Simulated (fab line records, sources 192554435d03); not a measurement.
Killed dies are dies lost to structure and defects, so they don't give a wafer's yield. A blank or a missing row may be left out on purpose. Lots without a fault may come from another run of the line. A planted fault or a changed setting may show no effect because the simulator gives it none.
fab line records | flow n5_finfet
record lots=7 wafers=21 last_day=17
route steps=1938 shown BEOL_M14@1761 BEOL_M15@1773
lots that met no fault: from a run of the same line without faults
start_h: hours from the record's first day to the start of the lot's first wafer shown | wait_h: hours since the lot's step before | " the same as in the row above | L1.1+2: a row that stands for several wafers | - no value, or no start given | * or withheld: withheld | < > ~ a bound
route shown NAME@n: a module of which the file shows steps, and the number in the route of the first | usual: mean/standard deviation of fault-free wafers | same: alike in all rows | chamber/n: place in a boat | sites: the reading at each site | _std_site: their standard deviation | _edge_site: outer sites' mean less inner sites' | radius_mm: how far each site lies from the wafer's centre | mask NAME#n: copy n | behind: the tool/chamber that last shaped the wafer | hold: why the lot was held/for how many hours/how that ended | device: the transistor (n, p or np) that didn't switch | end of line: the same wafers' tests at the end of the route | a step without rows: its recipe alone | killed: dies lost to structure and defects at the first sort, not the wafer's yield | map: a wafer's dies, x killed, . not, _ none there
set.NAME: the setting as run; set.NAME@STEP: as run at that earlier step | model.NAME: the simulator's own value behind a step, which no gauge read
lots at some steps of the route; a table a step, a row a wafer
services: from which hour (start_h, from the record's first day; less than 0 if before it) a tool's chamber was out of use, for how many hours, and why
## steps
# step N5_BEOL_M14_PRE_CLEAN_42
# recipe gas=H2/He time_s=30 temp_c=300
# usual heater_power_w=474/51
# columns lot.wafer tool chamber start_h wait_h heater_power_w
L439.2 pvd_sputter-02 - 278.70 0.0 426
L439.3 " - " " 449
L439.5 " - " " 551
L440.2 pvd_sputter-02 - 281.76 0.0 546
L440.4 " - " " 455
L440.5 " - " " 524
L441.2 pvd_sputter-03 - 288.67 0.0 442
L441.3 " - " " 542
L441.5 " - " " 551
L446.3 pvd_sputter-03 - 312.73 0.0 502
L446.5 " - " " 421
L446.6 " - " " 533
L450.2 pvd_sputter-02 - 329.37 0.0 544
L450.4 " - " " 552
L450.5 " - " " 436
L451.1 pvd_sputter-01 - 339.30 0.0 526
L451.2 " - " " 453
L451.3 " - " " 410
L457.2 pvd_sputter-03 - 382.47 0.0 533
L457.3 " - " " 489
L457.6 " - " " 529
# step N5_BEOL_M14_SPUTTER_43
# recipe material=TaN target_thk_a=150 temp_c=50 bias_v=168.6 power_w=15000 chamber_pressure_pa=0.12 time_s=24.19
# step N5_BEOL_M14_SPUTTER_44
# recipe material=Ta target_thk_a=150 temp_c=50 bias_v=80 power_w=15000 chamber_pressure_pa=0.07 time_s=24.19
# step N5_BEOL_M14_SPUTTER_45
# recipe material=Cu target_thk_a=1000 temp_c=-20 bias_v=60 power_w=26000 chamber_pressure_pa=0.13 time_s=16.67
# step N5_BEOL_M14_ECD_47
# recipe material=Cu target_thk_a=12480
# step N5_BEOL_M14_ANNEAL_48
# recipe temp_c=225 time_s=90 ambient=N2
# usual wafer_temp_C_max=225.89/0.21
# columns lot.wafer tool chamber start_h wait_h wafer_temp_C_max
L439.2 rtp_anneal-01 0 279.25 0.2 225.84
L439.3 " 0 " " 225.93
L439.5 " 0 " " 226.20
L440.2 rtp_anneal-02 0 282.31 0.2 225.80
L440.4 " 0 " " 225.77
L440.5 " 0 " " 226.05
L441.2 rtp_anneal-02 0 289.22 0.2 226.34
L441.3 " 0 " " 225.81
L441.5 " 0 " " 225.66
L446.3 rtp_anneal-02 0 313.32 0.2 225.73
L446.5 " 0 " " 225.81
L446.6 " 0 " " 225.75
L450.2 rtp_anneal-01 0 329.92 0.2 225.93
L450.4 " 0 " " 226.27
L450.5 " 0 " " 225.64
L451.1 rtp_anneal-02 0 340.01 0.3 225.87
L451.2 " 0 " " 226.10
L451.3 " 0 " " 225.96
L457.2 rtp_anneal-01 0 383.03 0.2 225.82
L457.3 " 0 " " 225.65
L457.6 " 0 " " 225.76
# step N5_BEOL_M14_CMP_49
# recipe stop_on=SiO2 t_overpolish_s=5.2 down_force_psi=2 platen_rpm=80 clearing_platen_down_force_psi=2 clearing_platen_rpm=80 post_cmp_clean=cu_alkaline target_thk_nm=560 clearing_platen_pad_velocity_m_s=1.5917 pad_velocity_m_s=1.5917
# step N5_BEOL_M14_THK_MEAS_50
# recipe thk_meas_gauge=xrf reads=Cu_of_BEOL_M14_ECD_47
# usual M14_THK=543/10
# columns lot.wafer tool chamber start_h wait_h M14_THK[nm]
L439.2 film_metro-01 - 279.80 - 553
L439.3 " - " " 539
L439.5 " - " " 545
L440.2 film_metro-01 - 282.89 - 561
L440.4 " - " " 564
L440.5 " - " " 558
L441.2 film_metro-01 - 289.77 - 547
L441.3 " - " " 560
L441.5 " - " " 547
L446.3 film_metro-02 - 313.83 - 551
L446.5 " - " " 535
L446.6 " - " " 539
L450.2 film_metro-01 - 330.47 - 539
L450.4 " - " " 541
L450.5 " - " " 550
L451.1 film_metro-02 - 340.60 - 549
L451.2 " - " " 538
L451.3 " - " " 543
L457.2 film_metro-01 - 383.57 - 537
L457.3 " - " " 529
L457.6 " - " " 530
# step N5_BEOL_M14_PRE_CLEAN_52
# recipe gas=NH3 time_s=15 temp_c=withheld rf_power_w=300
# step N5_BEOL_M14_DEP_53
# recipe material=SiCN target_thk_a=500 temp_c=withheld precursor=3MS/NH3 pressure_torr=3 rf_w=675 time_s=17.8
# step N5_BEOL_M14_RS_MEAS_54
# recipe thk_meas_gauge=four-point-probe reads=Cu_of_BEOL_M14_ECD_47+Ta_of_BEOL_M14_SPUTTER_44+TaN_of_BEOL_M14_SPUTTER_43
# usual M14_RS=0.0330/0.00056
# columns lot.wafer tool chamber start_h wait_h M14_RS[ohm/sq]
L439.2 film_metro-02 - 279.93 0.1 0.0325
L439.3 " - " " 0.0334
L439.5 " - " " 0.0331
L440.2 film_metro-02 - 283.02 0.1 0.0327
L440.4 " - " " 0.0324
L440.5 " - " " 0.0329
L441.2 film_metro-01 - 289.90 0.1 0.0332
L441.3 " - " " 0.0322
L441.5 " - " " 0.0332
L446.3 film_metro-01 - 313.96 0.1 0.0324
L446.5 " - " " 0.0334
L446.6 " - " " 0.0331
L450.2 film_metro-02 - 330.60 0.1 0.0334
L450.4 " - " " 0.0332
L450.5 " - " " 0.0327
L451.1 film_metro-02 - 340.73 0.0 0.0323
L451.2 " - " " 0.0330
L451.3 " - " " 0.0327
L457.2 film_metro-02 - 383.70 0.1 0.0339
L457.3 " - " " 0.0341
L457.6 " - " " 0.0342
# step N5_BEOL_M14_INSPECT_55
# recipe inspect_instrument=darkfield mode=post_dep
# usual raw_defect_count=66/20
# columns lot.wafer tool chamber start_h wait_h raw_defect_count
L439.2 defect_inspect-02 - 279.95 0.0 86
L439.3 " - " " 130
L439.5 " - " " 127
L440.2 defect_inspect-02 - 283.04 0.0 51
L440.4 " - " " 48
L440.5 " - " " 57
L441.2 defect_inspect-02 - 289.93 0.0 65
L441.3 " - " " 50
L441.5 " - " " 94
L446.3 defect_inspect-01 - 313.98 0.0 109
L446.5 " - " " 71
L446.6 " - " " 61
L450.2 defect_inspect-02 - 330.62 0.0 43
L450.4 " - " " 66
L450.5 " - " " 52
L451.1 defect_inspect-01 - 340.76 0.0 56
L451.2 " - " " 93
L451.3 " - " " 57
L457.2 defect_inspect-01 - 383.73 0.0 54
L457.3 " - " " 58
L457.6 " - " " 65
# step N5_BEOL_M15_ILD_DEP_00
# recipe material=SiO2 target_thk_a=16293 temp_c=400 precursor=TEOS/O2 pressure_torr=6.5 rf_w=900 teos_flow_sccm=161.4 gas=O2 flow_sccm=2650 time_s=346.1
# usual chamber_pressure_Torr=6.497/0.015 heater_power_outer_w=330/80 heater_power_w=604/120 showerhead_plenum_p_Torr=8.34/0.035 throttle_valve_pct=18.9/0.79
# columns lot.wafer tool chamber start_h wait_h chamber_pressure_Torr heater_power_outer_w heater_power_w showerhead_plenum_p_Torr throttle_valve_pct
L439.2 pecvd-04 0 279.99 0.0 - - - - -
L439.3 " 1 " " - - - - -
L439.5 " 1 " " - - - - -
L440.2 pecvd-04 1 283.08 0.0 - - - - -
L440.4 " 1 " " - - - - -
L440.5 " 0 " " - - - - -
L441.2 pecvd-04 1 289.96 0.0 - - - - -
L441.3 " 2 " " - - - - -
L441.5 " 1 " " - - - - -
L446.3 pecvd-01 0 314.02 0.0 6.522 376 734 8.34 19.8
L446.5 " 1 " " 6.488 446 781 8.36 19.7
L446.6 " 2 " " 6.518 210 448 8.29 18.0
L450.2 pecvd-04 0 330.66 0.0 6.500 287 545 8.33 19.3
L450.4 " 0 " " 6.497 190 411 8.33 19.1
L450.5 " 1 " " 6.510 497 782 8.39 18.2
L451.1 pecvd-03 1 340.79 0.0 6.507 195 386 8.42 19.0
L451.2 " 0 " " 6.505 273 428 8.41 18.5
L451.3 " 2 " " 6.497 369 672 8.34 18.4
L457.2 pecvd-01 0 383.76 0.0 6.535 389 739 8.34 19.7
L457.3 " 2 " " 6.522 282 541 8.30 18.1
L457.6 " 0 " " 6.522 261 582 8.36 19.7
# step N5_BEOL_M15_COAT_58
# recipe resist=BARC temp_c=205 time_s=60 spin_rpm=1500 resist_thk_nm=89
# step N5_BEOL_M15_COAT_04
# recipe spin_rpm=1704 resist_thk_nm=800
# step N5_BEOL_M15_EBR_06
# recipe solvent=PGMEA ebr_width_mm=1.5
# step N5_BEOL_M15_SOFTBAKE_05
# recipe temp_c=130 time_s=60
# step N5_BEOL_M15_EXPOSE_07
# recipe mask_id=V14 na=0.8 source_shape=annular sigma_inner=0.5 sigma_outer=0.8 polarization=unpolarized attpsm_phase_deg=180 dose_mj=41.25
# step N5_BEOL_M15_PEB_08
# recipe peb_temp_c=130 peb_time_s=90
# step N5_BEOL_M15_DEVELOP_09
# recipe develop_time_s=45 rinse_liquid=diw dry=air_spin dev_temp_c=21
# step N5_BEOL_M15_HARDBAKE_14
# recipe temp_c=130 time_s=120
# step N5_BEOL_M15_CD_MEAS_10
# recipe target_cd_nm=360 landing_energy_ev=500 detector=se_inlens polarity=opening
# usual cd_nm=360.0/1.4
# columns lot.wafer tool chamber start_h wait_h cd_nm
L439.2 cd_sem-01 0 280.67 - 359.0
L439.3 " 0 " " 360.4
L439.5 " 0 " " 361.2
L440.2 cd_sem-01 0 283.76 - 358.1
L440.4 " 0 " " 358.3
L440.5 " 0 " " 357.9
L441.2 cd_sem-01 0 290.52 - 359.9
L441.3 " 0 " " 361.6
L441.5 " 0 " " 358.9
L446.3 cd_sem-02 0 314.58 - 357.9
L446.5 " 0 " " 357.7
L446.6 " 0 " " 357.7
L450.2 cd_sem-03 0 331.21 - 360.4
L450.4 " 0 " " 361.7
L450.5 " 0 " " 362.0
L451.1 cd_sem-02 0 341.47 - 361.5
L451.2 " 0 " " 359.5
L451.3 " 0 " " 360.1
L457.2 cd_sem-03 0 384.44 - 362.1
L457.3 " 0 " " 361.0
L457.6 " 0 " " 360.6
# step N5_BEOL_M15_OVL_MEAS_11
# recipe points_per_wafer=44
# usual V14_OVL=-1/5.9
# columns lot.wafer tool chamber start_h wait_h V14_OVL[nm]
L439.2 overlay-02 0 280.70 0.0 -11
L439.3 " 0 " " -9
L439.5 " 0 " " -3
L440.2 overlay-01 0 283.79 0.0 5
L440.4 " 0 " " 5
L440.5 " 0 " " 3
L441.2 overlay-01 0 290.55 0.0 -1
L441.3 " 0 " " -4
L441.5 " 0 " " -3
L446.3 overlay-01 0 314.60 0.0 -8
L446.5 " 0 " " -8
L446.6 " 0 " " -4
L450.2 overlay-02 0 331.24 0.0 -14
L450.4 " 0 " " -12
L450.5 " 0 " " 6
L451.1 overlay-01 0 341.50 0.0 -2
L451.2 " 0 " " 0
L451.3 " 0 " " 3
L457.2 overlay-02 0 384.47 0.0 2
L457.3 " 0 " " 4
L457.6 " 0 " " 15
# step N5_BEOL_M15_INSPECT_12
# recipe mode=adi inspect_instrument=macro
# usual raw_defect_count=2.0/1.3
# columns lot.wafer tool chamber start_h wait_h raw_defect_count
L439.2 defect_inspect-02 - 280.72 0.0 2
L439.3 " - " " 1
L439.5 " - " " 4
L440.2 defect_inspect-01 - 283.81 0.0 3
L440.4 " - " " 4
L440.5 " - " " 1
L441.2 defect_inspect-02 - 290.57 0.0 1
L441.3 " - " " 1
L441.5 " - " " 3
L446.3 defect_inspect-01 - 314.63 0.0 0
L446.5 " - " " 2
L446.6 " - " " 4
L450.2 defect_inspect-02 - 331.27 0.0 2
L450.4 " - " " 0
L450.5 " - " " 2
L451.1 defect_inspect-02 - 341.53 0.0 1
L451.2 " - " " 3
L451.3 " - " " 2
L457.2 defect_inspect-01 - 384.50 0.0 1
L457.3 " - " " 3
L457.6 " - " " 0
# step N5_BEOL_M15_DESCUM_15
# recipe chemistry=O2 time_s=7.9 source_power_w=50 bias_power_w=20 pressure_mtorr=20 rf_frequency_hz=2.712e+07 temp_c=40 o2_flow_sccm=225
# step N5_BEOL_M15_ETCH_59
# recipe chemistry=N2/H2 target=BARC target_depth_a=890 overetch_a=267 time_s=67.9 ion_energy_ev=200 pressure_mtorr=30 source_w=840 bias_w=150 n2_flow_sccm=200 h2_flow_sccm=200
# usual drypump_motor_current_A=5.6/0.57 oes_product_au=0.68/0.075 rf_vpp_V=523.8/3 showerhead_plenum_p_Torr=2.53/0.11 throttle_valve_pct=17.82/0.21
# columns lot.wafer tool chamber start_h wait_h drypump_motor_current_A oes_product_au rf_hours_counter_h rf_vpp_V showerhead_plenum_p_Torr throttle_valve_pct
L439.2 rie_diel-05 2 281.03 0.0 6.2 0.60 205 521.2 2.41 18.00
L439.3 " 3 " " 6.8 0.64 177 521.3 2.43 17.94
L439.5 " 0 " " 4.7 0.71 - 521.0 2.47 17.65
L440.2 rie_diel-03 3 284.03 0.0 5.2 0.63 159 518.6 2.34 17.75
L440.4 " 1 " " 5.5 0.62 209 526.5 2.62 17.82
L440.5 " 3 " " 5.2 0.64 - 519.2 2.34 17.75
L441.2 rie_diel-05 3 290.64 0.0 6.8 0.63 180 521.3 2.43 17.95
L441.3 " 1 " " 6.0 0.77 26 524.2 2.50 18.00
L441.5 " 3 " " 6.8 0.63 - 521.4 2.43 17.96
L446.3 rie_diel-01 1 314.70 0.0 5.8 0.72 78 527.7 2.68 17.64
L446.5 " 1 " " 5.8 0.71 - 527.0 2.68 17.64
L446.6 " 2 " " 6.3 0.61 - 526.5 2.62 18.37
L450.2 rie_diel-01 3 331.33 0.0 4.9 0.73 44 525.7 2.59 17.53
L450.4 " 0 " " 6.0 0.78 36 523.6 2.60 17.76
L450.5 " 0 " " 6.0 0.77 - 524.2 2.60 17.77
L451.1 rie_diel-03 3 341.69 0.0 5.3 0.62 179 518.7 2.33 17.80
L451.2 " 0 " " 5.4 0.78 21 525.9 2.59 17.55
L451.3 " 2 " " 5.2 0.61 199 524.4 2.63 17.79
L457.2 rie_diel-03 3 384.57 0.0 5.2 0.61 193 518.9 2.33 17.82
L457.3 " 1 " " 5.4 0.60 238 525.7 2.61 17.85
L457.6 " 3 " " 5.2 0.62 - 518.2 2.33 17.82
# step N5_BEOL_M15_VIA_ETCH_16
# recipe chemistry=C4F8/O2/Ar target=SiO2 he_inner_torr=15 he_outer_torr=30 target_depth_a=17922 time_s=withheld ion_energy_ev=800 pressure_mtorr=20 source_w=1905 bias_w=2040 Ar_flow_sccm=400 C4F8_flow_sccm=16 O2_flow_sccm=12 ends=cleared
# usual C4F8_flow_sccm=16.00/0.052 drypump_motor_current_A=5.6/0.57 oes_product_au=0.72/0.086 rf_vpp_V=2217/17 showerhead_plenum_p_Torr=3.42/0.13 throttle_valve_pct=30.78/0.17
# columns lot.wafer tool chamber start_h wait_h C4F8_flow_sccm drypump_motor_current_A oes_product_au rf_vpp_V showerhead_plenum_p_Torr throttle_valve_pct model.etch.depth_nm model.coat_of_BEOL_M15_COAT_04.thk_nm
L439.2 rie_diel-05 2 281.08 0.0 15.97 6.2 0.26 2199 3.28 30.25 0 713.4
L439.3 " 3 " " 16.06 6.8 0.28 2185 3.31 30.29 0 710.6
L439.5 " 0 " " 16.06 4.7 0.31 2199 3.35 30.03 0 709.6
L440.2 rie_diel-03 3 284.08 0.0 15.90 5.2 0.28 2208 3.17 29.92 0 715.2
L440.4 " 1 " " 15.99 5.5 0.27 2234 3.54 30.02 0 715.6
L440.5 " 3 " " 15.94 5.3 0.28 2206 3.17 29.94 0 716.6
L441.2 rie_diel-05 3 290.69 0.0 15.92 6.8 0.27 2186 3.30 30.26 0 714.2
L441.3 " 1 " " 16.00 6.0 0.33 2240 3.36 30.16 0 714
L441.5 " 3 " " 15.92 6.8 0.28 2184 3.30 30.29 0 715.8
L446.3 rie_diel-01 1 314.75 0.0 16.07 5.8 0.76 2230 3.61 30.68 1616 331.6
L446.5 " 1 " " 16.02 5.8 0.75 2231 3.61 30.69 1623 329
L446.6 " 2 " " 15.99 6.3 0.64 2214 3.53 31.24 1643 332.6
L450.2 rie_diel-01 3 331.39 0.0 15.99 4.9 0.78 2213 3.51 30.67 1598 337.6
L450.4 " 0 " " 15.99 6.0 0.83 2227 3.49 30.81 1628 327
L450.5 " 0 " " 16.02 6.0 0.82 2228 3.49 30.79 1615 330.4
L451.1 rie_diel-03 3 341.74 0.0 16.14 5.2 0.65 2205 3.16 30.63 1628 336.8
L451.2 " 0 " " 16.00 5.4 0.84 2237 3.50 30.58 1629 326.4
L451.3 " 2 " " 15.94 5.2 0.64 2212 3.53 30.62 1620 335.4
L457.2 rie_diel-03 3 384.62 0.0 16.07 5.2 0.64 2204 3.16 30.65 1611 340.4
L457.3 " 1 " " 15.99 5.5 0.63 2233 3.52 30.74 1626 333.8
L457.6 " 3 " " 15.92 5.2 0.64 2205 3.16 30.65 1656 330.2
# step N5_BEOL_M15_STRIP_63
# recipe chemistry=O2 power_w=600 temp_c=60 pressure_mtorr=30 rf_frequency_hz=6e+07 bias_power_w=0 overash_fraction=0.3 o2_flow_sccm=225
# usual drypump_motor_current_A=5.6/0.58 oes_product_au=0.80/0.095 rf_vpp_V=3.6/0.69 showerhead_plenum_p_Torr=2.09/0.09 throttle_valve_pct=16.61/0.2
# columns lot.wafer tool chamber start_h wait_h drypump_motor_current_A oes_product_au rf_hours_counter_h rf_vpp_V showerhead_plenum_p_Torr throttle_valve_pct
L439.2 rie_diel-05 2 - - 6.2 0.70 206 3.8 2.00 16.95
L439.3 " 3 " " 6.7 0.75 177 4.3 1.99 16.71
L439.5 " 0 " " 4.7 0.85 - 5.6 2.03 16.46
L440.2 rie_diel-03 3 - - 5.2 0.75 159 3.2 1.92 16.54
L440.4 " 1 " " 5.5 0.73 209 4.2 2.17 16.64
L440.5 " 3 " " 5.2 0.75 - 3.6 1.92 16.56
L441.2 rie_diel-05 3 - - 6.7 0.75 180 5.4 1.99 16.75
L441.3 " 1 " " 6.0 0.92 26 2.9 2.05 16.59
L441.5 " 3 " " 6.7 0.74 - 3.4 1.99 16.74
L446.3 rie_diel-01 1 - - 5.8 0.84 78 2.5 2.21 16.52
L446.5 " 1 " " 5.8 0.84 - 4.2 2.21 16.54
L446.6 " 2 " " 6.3 0.71 - 4.6 2.15 17.04
L450.2 rie_diel-01 3 - - 4.9 0.86 44 2.6 2.13 16.28
L450.4 " 0 " " 6.0 0.91 36 4.2 2.14 16.57
L450.5 " 0 " " 6.0 0.91 - 3.0 2.14 16.54
L451.1 rie_diel-03 3 - - 5.2 0.72 179 2.7 1.91 16.54
L451.2 " 0 " " 5.3 0.93 21 3.9 2.15 16.32
L451.3 " 2 " " 5.1 0.71 199 4.6 2.17 16.69
L457.2 rie_diel-03 3 - - 5.3 0.72 193 2.4 1.91 16.57
L457.3 " 1 " " 5.4 0.70 238 4.1 2.16 16.69
L457.6 " 3 " " 5.2 0.70 - 2.8 1.91 16.59
# step N5_BEOL_M15_STRIP_64
# recipe chemistry=O2 power_w=600 temp_c=60 pressure_mtorr=30 rf_frequency_hz=6e+07 bias_power_w=0 overash_fraction=0.3 o2_flow_sccm=225
# usual drypump_motor_current_A=5.6/0.58 oes_product_au=0.80/0.095 rf_vpp_V=3.7/0.52 showerhead_plenum_p_Torr=2.09/0.09 throttle_valve_pct=16.61/0.2
# columns lot.wafer tool chamber start_h wait_h drypump_motor_current_A oes_product_au rf_hours_counter_h rf_vpp_V showerhead_plenum_p_Torr throttle_valve_pct
L439.2 rie_diel-05 2 - - 6.2 0.69 206 3.9 2.00 16.93
L439.3 " 3 " " 6.8 0.74 177 4.6 1.99 16.73
L439.5 " 0 " " 4.7 0.83 - 3.8 2.03 16.47
L440.2 rie_diel-03 3 - - 5.2 0.75 159 3.0 1.92 16.54
L440.4 " 1 " " 5.5 0.72 209 3.6 2.17 16.65
L440.5 " 3 " " 5.2 0.74 - 3.7 1.92 16.53
L441.2 rie_diel-05 3 - - 6.7 0.74 180 4.0 1.99 16.73
L441.3 " 1 " " 6.0 0.90 26 3.3 2.06 16.60
L441.5 " 3 " " 6.8 0.75 - 4.2 1.99 16.72
L446.3 rie_diel-01 1 - - 5.8 0.85 78 3.2 2.21 16.52
L446.5 " 1 " " 5.8 0.85 - 3.8 2.21 16.51
L446.6 " 2 " " 6.4 0.71 - 3.7 2.15 17.02
L450.2 rie_diel-01 3 - - 4.9 0.86 44 3.5 2.13 16.29
L450.4 " 0 " " 6.0 0.90 36 3.5 2.14 16.55
L450.5 " 0 " " 6.0 0.91 - 3.3 2.14 16.54
L451.1 rie_diel-03 3 - - 5.2 0.72 179 4.3 1.91 16.58
L451.2 " 0 " " 5.4 0.94 21 3.3 2.15 16.31
L451.3 " 2 " " 5.1 0.72 199 2.7 2.17 16.71
L457.2 rie_diel-03 3 - - 5.2 0.71 193 4.0 1.91 16.62
L457.3 " 1 " " 5.4 0.69 238 4.1 2.16 16.69
L457.6 " 3 " " 5.2 0.71 - 3.5 1.91 16.59
# step N5_BEOL_M15_STRIP_65
# recipe chemistry=post_etch_residue_remover time_s=60 temp_c=25 remover_ph=withheld remover_water_wt_pct=withheld remover_fluoride_wt_pct=withheld
# step N5_BEOL_M15_SRD_66
# recipe time_s=30 temp_c=23 rinse_liquid=diw dry=n2_spin spin_rpm=1500 dry_time_s=30
# step N5_BEOL_M15_CD_MEAS_17
# recipe target_cd_nm=360 polarity=opening
# usual cd_nm=361.0/1.7
# columns lot.wafer tool chamber start_h wait_h cd_nm
L439.2 cd_sem-01 - 281.49 0.0 -
L439.3 " - " " -
L439.5 " - " " -
L440.2 cd_sem-01 - 284.50 0.0 -
L440.4 " - " " -
L440.5 " - " " -
L441.2 cd_sem-01 - 291.10 0.0 -
L441.3 " - " " -
L441.5 " - " " -
L446.3 cd_sem-03 - 315.16 0.0 359.8
L446.5 " - " " 360.0
L446.6 " - " " 359.4
L450.2 cd_sem-01 - 331.80 0.0 361.7
L450.4 " - " " 362.2
L450.5 " - " " 363.1
L451.1 cd_sem-01 - 342.15 0.0 362.2
L451.2 " - " " 359.9
L451.3 " - " " 362.3
L457.2 cd_sem-03 - 385.03 0.0 361.8
L457.3 " - " " 361.9
L457.6 " - " " 360.8
# step N5_BEOL_M15_COAT_56
# recipe resist=SOC temp_c=250 time_s=60 spin_rpm=1500 resist_thk_nm=550
## services
# columns tool chamber start_h hours kind
rie_diel-03 0 263.00 - clean
rie_diel-03 0 263.00 - consumable_replace:focus_ring
rie_diel-03 0 263.00 18.7 scheduled_down
rie_diel-03 0 263.00 18.7 vent_cycle
pecvd-03 0 267.79 5.5 scheduled_down
pecvd-01 1 271.54 5.0 scheduled_down
rie_diel-01 2 276.08 10.4 repair
rie_diel-03 1 291.76 7.9 repair
pecvd-04 - 304.29 2.8 pm
pecvd-04 2 309.11 4.2 repair
pecvd-03 0 343.85 2.1 scheduled_down
pvd_sputter-01 - 347.55 1.5 repair
rie_diel-03 2 364.20 1.3 repair
pecvd-03 2 368.75 5.5 scheduled_down
rie_diel-03 0 374.44 14.3 repair
pecvd-03 1 383.62 - clean
pecvd-03 1 383.62 - consumable_replace:showerhead
## key
first_sign step=N5_BEOL_M15_ILD_DEP_00 reading=tool_record direction=missing
effect step=N5_BEOL_M15_VIA_ETCH_16 reading=oes_product_au direction=down sigmas=5.1 usual=0.72 struck=0.28
effect step=N5_BEOL_M15_CD_MEAS_17 reading=cd_nm direction=missing
model_effect step=N5_BEOL_M15_VIA_ETCH_16 value=etch.depth_nm without=1607 struck=0
met_at N5_BEOL_M15_ILD_DEP_00
struck_wafers L439.2,L439.3,L439.5,L440.2,L440.4,L440.5,L441.2,L441.3,L441.5
later_rows_left_out L439.2,L439.3,L439.5,L440.2,L440.4,L440.5,L441.2,L441.3,L441.5
sort_left_out L439.2,L439.3,L439.5,L440.2,L440.4,L440.5,L441.2,L441.3,L441.5
fault kind=skipped_step_whole tool=pecvd-04 chamber=- onset_h=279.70 steps=N5_BEOL_M15_ILD_DEP_00 scope=struck_lots_only
# sort_left_out: the simulated sort isn't trusted on such a fault, so these wafers' sort isn't shown, and their yield isn't known
# later_rows_left_out: the simulator's readings of these wafers behind a module that went badly wrong aren't trusted and aren't shown, but for the sort
